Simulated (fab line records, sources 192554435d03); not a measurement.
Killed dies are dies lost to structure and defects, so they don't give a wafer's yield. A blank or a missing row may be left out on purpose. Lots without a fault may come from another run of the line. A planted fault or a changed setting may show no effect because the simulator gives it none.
Split-lot experiment | flow n5_finfet | 7 lots, 21 wafers read, on a route of 1938 steps

THE SPLIT
At N5_GATE_CUT_COAT_07 (resist thk 30 nm), the setting spin_rpm was moved away from the recipe's 1500 rpm on 6 of the 21 wafers read, by -9.9% to +4.6%. The other wafers ran this setting at the recipe's value.

FROM THE SPLIT TO THE READING: what the file shows between them, 5 steps
- N5_GATE_CUT_EBR_09
- N5_GATE_CUT_SOFTBAKE_08: time 60 s
- N5_GATE_CUT_EXPOSE_10: exposes mask GATE CUT, target cd 20 nm
- N5_GATE_CUT_PEB_11: peb time 60 s
- N5_GATE_CUT_DEVELOP_12: develop time 30 s

THE READING
CAR-EUV_of_GATE_CUT_COAT_07.thk_nm (the simulator's own value, which no gauge read), in nm, at N5_GATE_CUT_DESCUM_18 (chemistry O2, time 7 s). The file gives no usual value for it. The 15 wafers here that ran the recipe average 26.0 nm, standard deviation 0.088 nm.

wafer  | tool, chamber at the split | spin_rpm as run, rpm | against the recipe | CAR-EUV_of_GATE_CUT_COAT_07.thk_nm, nm | against lot-mates on the recipe
L077.2 | litho_track-03, 0          | 1500                 | recipe             | 26                                     | -
L077.3 | litho_track-03, 0          | 1500                 | recipe             | 26                                     | -
L077.5 | litho_track-03, 0          | 1500                 | recipe             | 25.8                                   | -
L079.2 | litho_track-04, 0          | 1500                 | recipe             | 26                                     | -
L079.6 | litho_track-04, 0          | 1500                 | recipe             | 26                                     | -
L079.4 | litho_track-04, 0          | 1407                 | -6.2%              | 27                                     | +1.0
L081.4 | litho_track-03, 0          | 1500                 | recipe             | 26                                     | -
L081.5 | litho_track-03, 0          | 1500                 | recipe             | 26                                     | -
L081.6 | litho_track-03, 0          | 1569                 | +4.6%              | 25.4                                   | -0.6
L083.2 | litho_track-02, 0          | 1500                 | recipe             | 26                                     | -
L083.3 | litho_track-02, 0          | 1500                 | recipe             | 26                                     | -
L083.5 | litho_track-02, 0          | 1500                 | recipe             | 26                                     | -
L084.1 | litho_track-03, 0          | 1500                 | recipe             | 26                                     | -
L084.4 | litho_track-03, 0          | 1362                 | -9.2%              | 27.6                                   | +1.5
L084.6 | litho_track-03, 0          | 1500                 | recipe             | 26.2                                   | -
L090.3 | litho_track-02, 0          | 1500                 | recipe             | 25.8                                   | -
L090.4 | litho_track-02, 0          | 1385                 | -7.7%              | 27                                     | +1.1
L090.5 | litho_track-02, 0          | 1500                 | recipe             | 26                                     | -
L092.1 | litho_track-04, 0          | 1500                 | recipe             | 26                                     | -
L092.2 | litho_track-04, 0          | 1352                 | -9.9%              | 27.6                                   | +1.6
L092.4 | litho_track-04, 0          | 1352                 | -9.9%              | 27.4                                   | +1.4

THE FIT
A straight line over all 21 wafers: CAR-EUV_of_GATE_CUT_COAT_07.thk_nm changes by -0.154 nm for each +1% of spin_rpm; r = -0.99; the points scatter about the line by 0.11 nm.
The same after taking each lot's own level away (the mean of its wafers on the recipe; 21 wafers): -0.152 nm for each +1%; r = -0.99; scatter 0.077 nm.
On that fit, the largest move of spin_rpm shifts the reading by 1.5 nm.
The lots' own levels span 25.90 to 26.10 nm, that is 2.3 times the standard deviation above.
So the lot-to-lot level changes the slope little: the two slopes agree.
Check: with one of the wafers moved furthest among these (-9.9%) left out of the fit, the line predicts +1.48 nm for it against its lot-mates. It came out at +1.6 nm against them.

OTHER SPLITS ON THESE WAFERS
These wafers also went through other splits before the reading. Each is held against what the fit with the lots' levels taken away leaves over:
other split on the same wafers        | wafers away from the commonest value | r with CAR-EUV_of_GATE_CUT_COAT_07.thk_nm (lot level and that fit taken away)
N5_HKMG_FIN_DEVELOP_48 develop_time_s | 7                                    | +0.07

THE WHOLE CHAIN: every reading that the file lists as answering this split, in the file's order
step                   | what it does           | reading                                                                             | change (the file's fit)               | r (the file's)
N5_GATE_CUT_COAT_07    | resist thk 30 nm       | CAR-EUV_of_GATE_CUT_COAT_07.thk_nm (the simulator's own value, which no gauge read) | -0.162 nm for each +1% of the setting | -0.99
N5_GATE_CUT_DEVELOP_12 | develop time 30 s      | CAR-EUV_of_GATE_CUT_COAT_07.thk_nm (the simulator's own value, which no gauge read) | -0.166 nm for each +1% of the setting | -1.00
N5_GATE_CUT_DESCUM_18  | chemistry O2, time 7 s | CAR-EUV_of_GATE_CUT_COAT_07.thk_nm (the simulator's own value, which no gauge read) | -0.153 nm for each +1% of the setting | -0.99

THE FILE'S OWN FIT
CAR-EUV_of_GATE_CUT_COAT_07.thk_nm changes by -0.153 nm for each +1% of spin_rpm, r = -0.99.
